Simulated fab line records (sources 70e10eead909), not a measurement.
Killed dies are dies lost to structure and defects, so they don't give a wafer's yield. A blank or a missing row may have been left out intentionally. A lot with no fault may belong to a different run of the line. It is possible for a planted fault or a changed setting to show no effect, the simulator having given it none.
fab line records    flow nandHarc    part 1 of 2: steps 1 to 26 of 36
record lots=5  wafers=15  lastDay=25
route steps=1159 shown P_M1@315 P_M2@318 P_BONDPAD@351
lots with no fault: from the same line, run without faults
startH: hours from the record's opening day to when the first of the lot's shown wafers began    waitH: hours from the lot's prior step to this one    " as in the row above    L1.1+2: several wafers, shown together as one row    - no value present, or no start provided    * or withheld: withheld    < > ~ a bound
route shown NAME@n: a module of which the file shows steps, and the number in the route of the first    usual: mean and standard deviation over wafers with no fault    same: alike in all rows    chamber/n: place in a boat    sites: readings site by site    _std_site: the values' standard deviation    _edge_site: inner sites' mean taken away from outer sites' mean    radiusMm: for every site, how far away it sits from the centre of the wafer    mask NAME#n: copy n    behind: the tool/chamber that last shaped the wafer    hold: why the lot went on hold/how many hours it stayed there/how the hold came to an end    device: whichever transistor did not switch (one of n, p or np)    end of line: at the end of the route, the tests of the same wafers    for a step that has no rows: nothing shown but its recipe    killed: not the wafer's yield, but the dies lost to structure and defects at the first sort    map: per-die view of a wafer (x killed, . not killed, _ where there is no die)
set.NAME: setting as actually run; set.NAME@STEP: the setting as run at that earlier step    model.NAME: the simulator's own value behind a step, which no gauge read
lots at selected steps of the route; one table per step, one row per wafer
services: when a tool's chamber went out of use (startH, in hours from the record's first day, below 0 if earlier), for how many hours, and the reason
## steps
# step NHARC_P_M1_INSPECT_27
# usual rawDefectCount=318/110
lot.wafer  tool              chamber  startH  waitH  rawDefectCount
L076.3     defectInspect-01  -        136.46  0.0    389
L076.4     "                 -        "       "      574
L076.6     "                 -        "       "      319
L084.2     defectInspect-01  -        183.23  0.0    324
L084.4     "                 -        "       "      287
L084.5     "                 -        "       "      561
L089.2     defectInspect-01  -        217.73  0.0    303
L089.3     "                 -        "       "      468
L089.5     "                 -        "       "      231
L090.2     defectInspect-01  -        218.42  0.0    197
L090.4     "                 -        "       "      275
L090.5     "                 -        "       "      190
L097.1     defectInspect-02  -        271.20  0.0    205
L097.3     "                 -        "       "      440
L097.4     "                 -        "       "      229
# step NHARC_P_M1_PRE_CLEAN_32
# recipe timeS=12  tempC=370  rfPowerW=300  gas=NH3
# usual heaterPowerOuterW=350/56  heaterPowerW=622/65
lot.wafer  tool      chamber  startH  waitH  heaterPowerOuterW  heaterPowerW  sinceWetCleanH
L076.3     pecvd-02  2        136.54  0.1    277                566           152
L076.6     "         1        "       "      420                708           -
L076.4     "         2        "       "      281                553           -
L084.2     pecvd-01  1        183.30  0.1    403                681           114
L084.5     "         2        "       "      384                587           -
L084.4     "         0        "       "      413                660           -
L089.2     pecvd-03  1        217.79  0.1    328                585           94
L089.3     "         0        "       "      357                684           94
L089.5     "         2        "       "      312                610           -
L090.2     pecvd-01  1        218.49  0.1    355                624           149
L090.4     "         2        "       "      325                530           -
L090.5     "         0        "       "      423                680           -
L097.3     pecvd-02  0        271.27  0.1    359                590           105
L097.1     "         1        "       "      442                729           105
L097.4     "         2        "       "      330                631           -
# step NHARC_P_M1_DEP_33
# recipe targetThkA=300  tempC=370  targetThkNm=30  pressureTorr=3  flowSccm=200  rfW=450  material=SiCN
# usual heaterPowerOuterW=318/55  heaterPowerW=578/62  showerheadVppV=1301/65
lot.wafer  tool      chamber  startH  waitH  heaterPowerOuterW  heaterPowerW  showerheadVppV  sinceWetCleanH
L076.3     pecvd-02  2        136.64  0.1    303                583           1252            152
L076.6     "         1        "       "      401                681           1285            -
L076.4     "         2        "       "      310                589           1259            -
L084.2     pecvd-01  1        183.38  0.1    364                637           1243            114
L084.5     "         2        "       "      365                563           1376            -
L084.4     "         0        "       "      420                665           1235            -
L089.2     pecvd-03  1        217.87  0.1    288                539           1270            94
L089.3     "         0        "       "      341                678           1294            94
L089.5     "         2        "       "      285                565           1425            -
L090.2     pecvd-01  1        218.57  0.1    335                584           1228            149
L090.4     "         2        "       "      309                522           1384            -
L090.5     "         0        "       "      420                643           1235            -
L097.3     pecvd-02  0        271.35  0.1    350                574           1302            105
L097.1     "         1        "       "      374                625           1284            105
L097.4     "         2        "       "      263                531           1260            -
# step NHARC_P_M2_DEP_00
# recipe targetThkA=1825  targetThkNm=182.5  tempC=withheld  pressureTorr=5  flowSccm=200  rfW=600  material=SiOC
# usual showerheadVppV=1503/71
lot.wafer  tool      chamber  startH  waitH  showerheadVppV  sinceWetCleanH
L076.3     pecvd-02  2        -       -      1475            152
L076.6     "         2        "       "      1454            -
L076.4     "         0        "       "      1473            -
L084.2     pecvd-01  2        -       -      1586            115
L084.5     "         0        "       "      1448            -
L084.4     "         1        "       "      1388            -
L089.2     pecvd-02  2        218.36  -      1486            52
L089.3     "         0        "       "      1498            52
L089.5     "         2        "       "      1475            -
L090.2     pecvd-03  1        218.99  -      1476            95
L090.4     "         1        "       "      1491            -
L090.5     "         0        "       "      1492            -
L097.1     pecvd-01  0        271.83  -      1462            22
L097.4     "         2        "       "      1572            -
L097.3     "         0        "       "      1420            -
# step NHARC_P_M2_DEHYDRATE_01
# recipe tempC=150  timeS=120
lot.wafer   tool           chamber  startH  waitH
L076.3+4+6  lithoTrack-01  0        137.40  -
L084.2+4+5  lithoTrack-04  0        184.31  -
L089.2+3+5  lithoTrack-06  0        218.72  -
L090.2+4+5  lithoTrack-04  0        219.39  -
L097.1+3+4  lithoTrack-06  0        272.30  0.4
# step NHARC_P_M2_HMDS_02
# recipe timeS=30
lot.wafer   tool           chamber  startH  waitH
L076.3+4+6  lithoTrack-01  0        -       -
L084.2+4+5  lithoTrack-04  0        -       -
L089.2+3+5  lithoTrack-06  0        -       -
L090.2+4+5  lithoTrack-04  0        -       -
L097.1+3+4  lithoTrack-06  0        -       -
# step NHARC_P_M2_COAT_34
# recipe tempC=200  timeS=65
lot.wafer   tool           chamber  startH  waitH
L076.3+4+6  lithoTrack-01  0        -       -
L084.2+4+5  lithoTrack-04  0        -       -
L089.2+3+5  lithoTrack-06  0        -       -
L090.2+4+5  lithoTrack-04  0        -       -
L097.1+3+4  lithoTrack-06  0        -       -
# step NHARC_P_M2_COAT_03
# recipe spinRpm=1500  resistThkNm=90
lot.wafer   tool           chamber  startH  waitH
L076.3+4+6  lithoTrack-01  0        -       -
L084.2+4+5  lithoTrack-04  0        -       -
L089.2+3+5  lithoTrack-06  0        -       -
L090.2+4+5  lithoTrack-04  0        -       -
L097.1+3+4  lithoTrack-06  0        -       -
# step NHARC_P_M2_SOFTBAKE_04
# recipe tempC=105  timeS=55
lot.wafer   tool           chamber  startH  waitH
L076.3+4+6  lithoTrack-01  0        -       -
L084.2+4+5  lithoTrack-04  0        -       -
L089.2+3+5  lithoTrack-06  0        -       -
L090.2+4+5  lithoTrack-04  0        -       -
L097.1+3+4  lithoTrack-06  0        -       -
# step NHARC_P_M2_EBR_05
lot.wafer   tool           chamber  startH  waitH
L076.3+4+6  lithoTrack-01  0        -       -
L084.2+4+5  lithoTrack-04  0        -       -
L089.2+3+5  lithoTrack-06  0        -       -
L090.2+4+5  lithoTrack-04  0        -       -
L097.1+3+4  lithoTrack-06  0        -       -
# step NHARC_P_M2_EXPOSE_06
# recipe na=1.35  targetCdNm=170  doseMj=80.78  maskId=P_M2
lot.wafer   tool            chamber  startH  waitH  mask
L076.3+4+6  arfiScanner-01  0        137.57  -      P_M2#0
L084.2+4+5  arfiScanner-02  0        184.48  -      P_M2#0
L089.2+3+5  arfiScanner-01  0        219.01  -      P_M2#0
L090.2+4+5  arfiScanner-02  0        219.68  -      P_M2#0
L097.1+3+4  arfiScanner-03  0        272.46  -      P_M2#0
# step NHARC_P_M2_PEB_07
# recipe pebTempC=100  pebTimeS=65
# same pebTimeS=65
lot.wafer   tool           chamber  startH  waitH
L076.3+4+6  lithoTrack-06  0        137.62  0.0
L084.2+4+5  lithoTrack-06  0        184.54  0.1
L089.2+3+5  lithoTrack-01  0        219.07  0.1
L090.2+4+5  lithoTrack-06  0        219.74  0.1
L097.1+3+4  lithoTrack-06  0        272.52  0.1
# step NHARC_P_M2_DEVELOP_08
# recipe developTimeS=35  devTempC=23
lot.wafer   tool           chamber  startH  waitH
L076.3+4+6  lithoTrack-06  0        -       -
L084.2+4+5  lithoTrack-06  0        -       -
L089.2+3+5  lithoTrack-01  0        -       -
L090.2+4+5  lithoTrack-06  0        -       -
L097.1+3+4  lithoTrack-06  0        -       -
# step NHARC_P_M2_CD_MEAS_09
# recipe targetCdNm=170  landingEnergyEv=500
# usual cdNm=170.1/0.63
lot.wafer  tool      chamber  startH  waitH  cdNm
L076.3     cdSem-02  0        137.70  -      169.9
L076.4     "         0        "       "      170.6
L076.6     "         0        "       "      170.9
L084.2     cdSem-01  0        184.62  -      170.7
L084.4     "         0        "       "      170.1
L084.5     "         0        "       "      170.4
L089.2     cdSem-01  0        219.15  -      169.3
L089.3     "         0        "       "      170.1
L089.5     "         0        "       "      169.8
L090.2     cdSem-01  0        219.82  -      169.8
L090.4     "         0        "       "      170.3
L090.5     "         0        "       "      170.5
L097.1     cdSem-01  0        272.61  -      170.2
L097.3     "         0        "       "      171.2
L097.4     "         0        "       "      170.7
# step NHARC_P_M2_OVL_MEAS_10
# recipe pitchNm=340
# usual overlayXNm=0.2/0.79  overlayYNm=0.2/0.89
lot.wafer  tool        chamber  startH  waitH  overlayXNm  overlayYNm
L076.3     overlay-02  -        137.79  -      -0.5        1.5
L076.4     "           -        "       "      -0.3        1.5
L076.6     "           -        "       "      -0.4        1.3
L084.2     overlay-02  -        184.70  -      -0.6        0.6
L084.4     "           -        "       "      -1.1        1.1
L084.5     "           -        "       "      -0.4        1.0
L089.2     overlay-01  -        219.24  -      0.8         1.0
L089.3     "           -        "       "      1.4         0.6
L089.5     "           -        "       "      1.0         1.0
L090.2     overlay-02  -        219.91  -      0.4         0.6
L090.4     "           -        "       "      0.5         0.4
L090.5     "           -        "       "      0.8         0.1
L097.1     overlay-02  -        272.70  -      1.0         0.7
L097.3     "           -        "       "      0.5         0.3
L097.4     "           -        "       "      1.0         1.0
# step NHARC_P_M2_INSPECT_11
# usual rawDefectCount=4/3
lot.wafer  tool              chamber  startH  waitH  rawDefectCount
L076.3     defectInspect-01  -        137.82  0.0    1
L076.4     "                 -        "       "      4
L076.6     "                 -        "       "      4
L084.2     defectInspect-01  -        184.74  0.0    6
L084.4     "                 -        "       "      2
L084.5     "                 -        "       "      2
L089.2     defectInspect-01  -        219.27  0.0    0
L089.3     "                 -        "       "      1
L089.5     "                 -        "       "      3
L090.2     defectInspect-02  -        219.94  0.0    7
L090.4     "                 -        "       "      6
L090.5     "                 -        "       "      4
L097.1     defectInspect-02  -        272.73  0.0    8
L097.3     "                 -        "       "      7
L097.4     "                 -        "       "      4
# step NHARC_P_M2_DESCUM_14
# recipe timeS=3  o2FlowSccm=200  arFlowSccm=0  biasPowerW=0  chemistry=O2
# usual drypumpMotorCurrentA=6.0/0.6  o2FlowSccm=200.0/0.56  oesProductAu=0.999/0.012  rfVppV=57.9/0.9  showerheadPlenumPTorr=1.92/0.085  throttleValvePct=11.312/0.0095
# same biasPowerW=0
lot.wafer  tool        chamber  startH  waitH  drypumpMotorCurrentA  o2FlowSccm  oesProductAu  rfHoursCounterH  rfVppV  showerheadPlenumPTorr  throttleValvePct
L076.3     rieDiel-09  3        137.88  0.1    6.6                   200.4       1.006         2                57.9    1.79                   11.322
L076.4     "           1        "       "      5.7                   199.4       1.020         2                59.4    1.91                   11.318
L076.6     "           3        "       "      6.6                   200.2       0.993         -                57.4    1.79                   11.323
L084.2     rieDiel-09  1        184.82  0.1    5.7                   199.9       1.027         5                57.3    1.91                   11.311
L084.4     "           2        "       "      4.9                   200.6       0.990         3                58.8    2.02                   11.324
L084.5     "           3        "       "      6.6                   201.5       0.994         -                55.4    1.79                   11.322
L089.3     rieDiel-09  1        219.34  0.1    5.7                   200.2       1.012         6                56.7    1.91                   11.313
L089.2     "           3        "       "      6.6                   201.1       0.985         5                57.6    1.79                   11.309
L089.5     "           0        "       "      6.4                   200.3       0.991         -                58.4    1.98                   11.320
L090.2     rieDiel-09  1        220.01  0.1    5.7                   199.9       1.006         6                58.9    1.91                   11.296
L090.4     "           3        "       "      6.6                   200.1       1.008         6                57.5    1.79                   11.304
L090.5     "           0        "       "      6.4                   201.0       0.993         -                58.6    1.98                   11.314
L097.3     rieDiel-10  1        272.80  0.1    6.7                   198.8       0.990         33               56.7    1.85                   11.310
L097.1     "           2        "       "      6.3                   200.1       1.008         35               56.4    1.96                   11.307
L097.4     "           3        "       "      5.2                   200.5       0.996         36               57.7    1.84                   11.307
# step NHARC_P_M2_ETCH_35
# recipe targetDepthA=400  overetchA=120  timeS=43.94  ionEnergyEv=200  n2FlowSccm=150  h2FlowSccm=150  arFlowSccm=0  rfW=400  biasW=150  chemistry=N2/H2
# usual drypumpMotorCurrentA=6.0/0.59  oesProductAu=0.999/0.012  rfVppV=430.6/2.5  showerheadPlenumPTorr=2.05/0.092  throttleValvePct=14.173/0.0092
lot.wafer  tool        chamber  startH  waitH  drypumpMotorCurrentA  oesProductAu  rfHoursCounterH  rfVppV  showerheadPlenumPTorr  throttleValvePct
L076.4     rieDiel-09  2        137.98  0.1    4.9                   0.989         2                434.5   2.16                   14.155
L076.3     "           3        "       "      6.5                   1.003         2                425.2   1.90                   14.163
L076.6     "           1        "       "      5.7                   1.016         -                431.0   2.04                   14.171
L084.2     rieDiel-09  2        184.90  0.1    4.9                   0.998         3                432.7   2.16                   14.174
L084.4     "           3        "       "      6.6                   1.006         4                426.2   1.90                   14.160
L084.5     "           0        "       "      6.4                   0.995         -                432.6   2.11                   14.180
L089.2     rieDiel-09  1        219.42  0.1    5.7                   1.008         6                429.9   2.04                   14.169
L089.3     "           2        "       "      4.9                   0.995         4                431.8   2.16                   14.168
L089.5     "           1        "       "      5.8                   1.000         -                431.7   2.04                   14.181
L090.4     rieDiel-09  2        220.09  0.1    4.9                   0.988         4                432.9   2.16                   14.178
L090.2     "           1        "       "      5.7                   1.015         6                430.6   2.04                   14.182
L090.5     "           2        "       "      4.9                   0.996         -                432.5   2.16                   14.184
L097.1     rieDiel-10  1        272.88  0.1    6.7                   0.998         33               428.2   1.97                   14.167
L097.3     "           2        "       "      6.2                   1.019         35               431.2   2.09                   14.167
L097.4     "           3        "       "      5.2                   1.008         36               428.5   1.96                   14.175
# step NHARC_P_M2_ETCH_15
# recipe targetDepthA=1825  timeS=91.2  c4f8FlowSccm=withheld  arFlowSccm=400  rfW=600  biasW=300  chemistry=C4F8/Ar
# usual oesProductAu=0.940/0.022  rfVppV=441.0/2.8
lot.wafer  tool        chamber  startH  waitH  oesProductAu  rfHoursCounterH  rfVppV
L076.3     rieDiel-09  1        -       -      0.978         2                438.3
L076.4     "           3        "       "      0.945         2                437.2
L076.6     "           2        "       "      0.951         -                443.7
L084.2     rieDiel-09  1        -       -      0.959         5                441.8
L084.4     "           3        "       "      0.922         4                437.4
L084.5     "           0        "       "      0.933         -                443.8
L089.2     rieDiel-09  3        -       -      0.919         5                436.0
L089.3     "           0        "       "      0.920         6                443.0
L089.5     "           3        "       "      0.936         -                436.0
L090.2     rieDiel-09  3        -       -      0.925         6                438.3
L090.4     "           1        "       "      0.938         6                439.5
L090.5     "           2        "       "      0.921         -                444.3
L097.4     rieDiel-10  2        -       -      0.916         35               443.4
L097.3     "           3        "       "      0.925         37               439.0
L097.1     "           0        "       "      0.922         35               442.9
# step NHARC_P_M2_CD_MEAS_16
# usual cdNm=170.0/0.9
lot.wafer  tool      chamber  startH  waitH  cdNm
L076.3     cdSem-03  -        138.20  -      170.3
L076.4     "         -        "       "      170.4
L076.6     "         -        "       "      171.7
L084.2     cdSem-01  -        185.12  -      170.3
L084.4     "         -        "       "      170.1
L084.5     "         -        "       "      170.6
L089.2     cdSem-03  -        219.64  -      169.1
L089.3     "         -        "       "      169.5
L089.5     "         -        "       "      170.5
L090.2     cdSem-03  -        220.31  -      169.4
L090.4     "         -        "       "      170.1
L090.5     "         -        "       "      170.1
L097.1     cdSem-02  -        273.10  -      171.2
L097.3     "         -        "       "      171.0
L097.4     "         -        "       "      170.6
# step NHARC_P_M2_STRIP_18
# recipe powerW=1000  n2FlowSccm=150  h2FlowSccm=150  arFlowSccm=0  biasW=0  chemistry=N2/H2
# usual drypumpMotorCurrentA=5.9/0.58  oesProductAu=0.999/0.012  rfVppV=90.6/0.97  showerheadPlenumPTorr=2.05/0.093  throttleValvePct=14.171/0.0094
lot.wafer  tool        chamber  startH  waitH  drypumpMotorCurrentA  oesProductAu  rfHoursCounterH  rfVppV  showerheadPlenumPTorr  throttleValvePct
L076.4     rieDiel-09  2        138.32  0.1    4.9                   0.988         2                92.1    2.16                   14.186
L076.3     "           3        "       "      6.6                   0.991         2                90.5    1.90                   14.180
L076.6     "           1        "       "      5.7                   1.010         -                89.3    2.04                   14.173
L084.4     rieDiel-09  0        185.20  0.1    6.4                   0.997         5                91.1    2.11                   14.174
L084.2     "           3        "       "      6.6                   1.002         4                90.6    1.90                   14.172
L084.5     "           1        "       "      5.8                   1.010         -                90.1    2.04                   14.169
L089.2     rieDiel-09  1        219.76  0.1    5.7                   1.018         6                89.4    2.04                   14.189
L089.3     "           2        "       "      4.9                   0.979         4                92.3    2.16                   14.169
L089.5     "           3        "       "      6.6                   0.992         -                91.1    1.90                   14.189
L090.2     rieDiel-09  3        220.38  0.1    6.6                   0.997         6                90.1    1.90                   14.164
L090.4     "           1        "       "      5.7                   1.014         6                91.3    2.04                   14.174
L090.5     "           3        "       "      6.5                   0.990         -                90.5    1.90                   14.178
L097.1     rieDiel-09  2        273.18  0.1    4.9                   0.981         0                90.7    2.16                   14.163
L097.3     "           3        "       "      6.6                   1.006         0                89.1    1.90                   14.188
L097.4     "           1        "       "      5.7                   1.005         0                89.9    2.04                   14.167
# step NHARC_P_M2_ETCH_28
# recipe targetDepthA=300  overEtchFrac=0.3  timeS=72.99  ionEnergyEv=150  cf4FlowSccm=50  n2FlowSccm=100  arFlowSccm=150  rfW=300  biasW=100  chemistry=CF4/N2
# usual drypumpMotorCurrentA=6.0/0.57  oesProductAu=1.000/0.011  rfVppV=314.3/1.9  showerheadPlenumPTorr=2.63/0.11  throttleValvePct=19.796/0.0088
# same overEtchFrac=0.3
lot.wafer  tool        chamber  startH  waitH  drypumpMotorCurrentA  oesProductAu  rfHoursCounterH  rfVppV  showerheadPlenumPTorr  throttleValvePct
L076.3     rieDiel-09  0        -       -      6.4                   1.009         2                314.3   2.71                   19.775
L076.4     "           3        "       "      6.6                   1.007         2                311.8   2.46                   19.787
L076.6     "           0        "       "      6.4                   0.994         -                314.0   2.71                   19.781
L084.2     rieDiel-09  1        -       -      5.7                   1.014         5                315.0   2.62                   19.787
L084.4     "           2        "       "      4.9                   0.978         3                316.4   2.77                   19.802
L084.5     "           3        "       "      6.6                   0.992         -                311.6   2.46                   19.797
L089.3     rieDiel-09  1        -       -      5.7                   1.018         6                313.8   2.62                   19.804
L089.2     "           2        "       "      4.9                   0.994         4                316.6   2.77                   19.795
L089.5     "           1        "       "      5.7                   1.008         -                314.9   2.62                   19.806
L090.4     rieDiel-09  1        -       -      5.7                   1.023         6                313.2   2.62                   19.808
L090.2     "           0        "       "      6.4                   0.993         6                315.3   2.71                   19.793
L090.5     "           1        "       "      5.7                   1.014         -                313.4   2.62                   19.786
L097.1     rieDiel-09  3        -       -      6.6                   0.999         1                312.2   2.46                   19.798
L097.3     "           0        "       "      6.4                   0.989         0                316.2   2.71                   19.789
L097.4     "           2        "       "      4.9                   0.989         1                316.3   2.76                   19.783
# step NHARC_P_M2_STRIP_19
# recipe timeS=600  tempC=30  chemistry=postEtchResidueRemover
# usual bathHeatDutyPct=12.7/1.3
lot.wafer  tool         chamber  startH  waitH  bathHeatDutyPct
L076.6     wetBench-08  6        138.64  -      10.7
L076.4     "            0        "       "      12.2
L076.3     "            2        "       "      13.5
L084.5     wetBench-08  3        185.57  -      13.0
L084.2     "            5        "       "      13.3
L084.4     "            0        "       "      13.8
L089.3     wetBench-10  6        220.10  -      10.6
L089.2     "            0        "       "      12.2
L089.5     "            1        "       "      13.5
L090.2     wetBench-08  2        220.75  -      13.6
L090.4     "            3        "       "      12.7
L090.5     "            6        "       "      11.1
L097.3     wetBench-10  1        273.55  -      14.5
L097.1     "            4        "       "      13.4
L097.4     "            6        "       "      12.1
# step NHARC_P_M2_DEGAS_29
# recipe tempC=250  timeS=60
# usual heaterPowerW=326/33
lot.wafer  tool           chamber  startH  waitH  heaterPowerW
L076.4     pvdSputter-01  -        138.96  -      380
L076.3     "              -        "       "      311
L076.6     "              -        "       "      381
L084.4     pvdSputter-01  -        185.83  -      341
L084.2     "              -        "       "      272
L084.5     "              -        "       "      386
L089.3     pvdSputter-03  -        220.36  -      280
L089.2     "              -        "       "      340
L089.5     "              -        "       "      283
L090.2     pvdSputter-01  -        221.03  -      315
L090.4     "              -        "       "      339
L090.5     "              -        "       "      312
L097.1     pvdSputter-02  -        273.83  -      368
L097.3     "              -        "       "      330
L097.4     "              -        "       "      329
# step NHARC_P_M2_PRE_CLEAN_30
# recipe timeS=30  tempC=280  gas=H2/He
# usual heaterPowerW=398/40
lot.wafer  tool           chamber  startH  waitH  heaterPowerW
L076.3     pvdSputter-01  -        -       -      384
L076.4     "              -        "       "      469
L076.6     "              -        "       "      372
L084.2     pvdSputter-01  -        -       -      378
L084.4     "              -        "       "      341
L084.5     "              -        "       "      379
L089.3     pvdSputter-03  -        -       -      373
L089.2     "              -        "       "      412
L089.5     "              -        "       "      334
L090.4     pvdSputter-01  -        -       -      413
L090.2     "              -        "       "      479
L090.5     "              -        "       "      414
L097.3     pvdSputter-02  -        -       -      412
L097.4     "              -        "       "      395
L097.1     "              -        "       "      399
# step NHARC_P_M2_PVD_20
# recipe targetThkA=50  biasV=168.6  powerW=15000  chamberPressurePa=0.12  timeS=8.06  substrateTempC=50  material=TaN
# usual throttleValvePct=30.1/1.1
lot.wafer  tool           chamber  startH  waitH  throttleValvePct
L076.4     pvdSputter-01  -        -       -      29.8
L076.3     "              -        "       "      31.5
L076.6     "              -        "       "      29.8
L084.2     pvdSputter-01  -        -       -      31.6
L084.4     "              -        "       "      29.5
L084.5     "              -        "       "      30.3
L089.3     pvdSputter-03  -        -       -      31.9
L089.2     "              -        "       "      30.2
L089.5     "              -        "       "      29.5
L090.4     pvdSputter-01  -        -       -      30.3
L090.2     "              -        "       "      28.3
L090.5     "              -        "       "      30.4
L097.1     pvdSputter-02  -        -       -      31.0
L097.4     "              -        "       "      30.8
L097.3     "              -        "       "      28.2
